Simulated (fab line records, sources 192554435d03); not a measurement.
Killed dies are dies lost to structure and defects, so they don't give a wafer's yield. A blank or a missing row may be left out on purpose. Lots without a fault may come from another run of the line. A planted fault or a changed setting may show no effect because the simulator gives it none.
Chamber matching | flow n5_finfet | N5_BEOL_M0_SAQP_DESCUM_19 on rie_diel-02: 4 sister chambers
The step chemistry O2, time 7.9 s. 16 wafers are shown with their chamber, then 8 later ones without.

WAFERS WITH THEIR CHAMBER
wafer  | chamber | drypump_motor_current_A (A) | showerhead_plenum_p_Torr (Torr) | throttle_valve_pct (%)
L076.3 | 3       | 4.9                         | 2.01                            | 20.87
L076.5 | 0       | 5.7                         | 2.15                            | 20.56
L076.6 | 3       | 4.9                         | 2.01                            | 20.88
L078.1 | 1       | 6.3                         | 2.04                            | 20.28
L078.3 | 2       | 5.8                         | 2.10                            | 20.59
L078.4 | 0       | 5.7                         | 2.15                            | 20.58
L080.2 | 3       | 4.9                         | 2.01                            | 20.88
L080.3 | 1       | 6.4                         | 2.04                            | 20.27
L080.6 | 0       | 5.7                         | 2.15                            | 20.56
L083.4 | 1       | 6.4                         | 2.03                            | 20.30
L083.5 | 0       | 5.7                         | 2.14                            | 20.58
L083.6 | 1       | 6.4                         | 2.03                            | 20.29
L089.4 | 2       | 5.8                         | 2.10                            | 20.63
L089.5 | 0       | 5.7                         | 2.14                            | 20.17
L089.6 | 3       | 4.9                         | 2.00                            | 20.90
L092.2 | 2       | 5.9                         | 2.09                            | 20.65

SIGNATURES (means of the wafers above)
reading                  | chamber 0 | chamber 1 | chamber 2 | chamber 3 | scatter within a chamber
drypump_motor_current_A  | 5.700     | 6.375     | 5.833     | 4.900     | 0.0344
showerhead_plenum_p_Torr | 2.1460    | 2.0350    | 2.0967    | 2.0075    | 0.00549
throttle_valve_pct       | 20.4900   | 20.2850   | 20.6233   | 20.8825   | 0.105
Rule: a wafer's distance from a chamber is the root of the sum, over the readings, of the square of ((its reading less the chamber's mean) divided by the reading's scatter). The wafer belongs to the nearest chamber; if the next one is less than 2 further off, it can't be placed. The scatter: the root of (the sum of the squares of (reading less its chamber's mean) over the shown wafers, divided by (wafers less chambers)).

WAFERS WITHOUT THEIR CHAMBER
wafer  | drypump_motor_current_A (A) | showerhead_plenum_p_Torr (Torr) | throttle_valve_pct (%)
L092.3 | 5.7                         | 2.14                            | 20.19
L092.6 | 4.9                         | 2.00                            | 20.93
L093.2 | 5.7                         | 2.14                            | 20.18
L093.3 | 6.3                         | 2.03                            | 19.94
L093.5 | 5.7                         | 2.14                            | 20.20
L096.1 | 4.9                         | 2.00                            | 20.95
L096.2 | 6.3                         | 2.03                            | 19.96
L096.5 | 6.4                         | 2.03                            | 19.96

WHICH CHAMBER EACH WENT THROUGH
wafer  | from the rows above | in truth
L092.3 | 0                   | 0
L092.6 | 3                   | 3
L093.2 | 0                   | 0
L093.3 | 1                   | 1
L093.5 | 0                   | 0
L096.1 | 3                   | 3
L096.2 | 1                   | 1
L096.5 | 1                   | 1
Placed correctly: 8 of 8. Can't be placed from these rows: 0. Placed wrongly: 0.
